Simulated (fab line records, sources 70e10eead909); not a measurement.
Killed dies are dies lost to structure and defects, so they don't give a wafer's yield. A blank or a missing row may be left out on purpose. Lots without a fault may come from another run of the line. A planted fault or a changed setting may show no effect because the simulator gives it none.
Chamber matching | flow nand_harc | NHARC_A_CONTACT_ETCH_75 on rie_diel-11: 4 sister chambers
The step etches the open film in CF4, target depth 39 nm, time 65 s. 4 wafers are shown with their chamber, then 8 later ones without.

WAFERS WITH THEIR CHAMBER
wafer  | chamber | showerhead_plenum_p_Torr (Torr)
L860.1 | 2       | 1.68
L868.4 | 3       | 1.76
L868.5 | 1       | 1.90
L872.1 | 0       | 1.89

WAFERS WITHOUT THEIR CHAMBER
wafer  | showerhead_plenum_p_Torr (Torr)
L872.4 | 1.68
L872.6 | 1.89
L875.1 | 1.67
L875.2 | 1.89
L875.3 | 1.76
L874.1 | 1.89
L874.3 | 1.76
L874.6 | 1.68

WHICH CHAMBER EACH WENT THROUGH
wafer  | from the rows above | in truth
L872.4 | 2                   | 2
L872.6 | 0                   | 0
L875.1 | 2                   | 2
L875.2 | 0                   | 0
L875.3 | 3                   | 3
L874.1 | 0                   | 0
L874.3 | 3                   | 3
L874.6 | 2                   | 2
Placed correctly: 8 of 8. Can't be placed from these rows: 0. Placed wrongly: 0.
How it was worked out, from the rows above alone: a wafer's distance from a chamber is the root of the sum, over the readings, of the square of ((its reading less the chamber's mean) divided by the reading's scatter). The wafer belongs to the nearest chamber; if the next one is less than 2 further off, it can't be placed. A chamber's mean is the mean of its shown wafers. The scatter: with one shown wafer a chamber, the root of the mean of the squares of how far each hidden wafer lies from its nearest shown one.
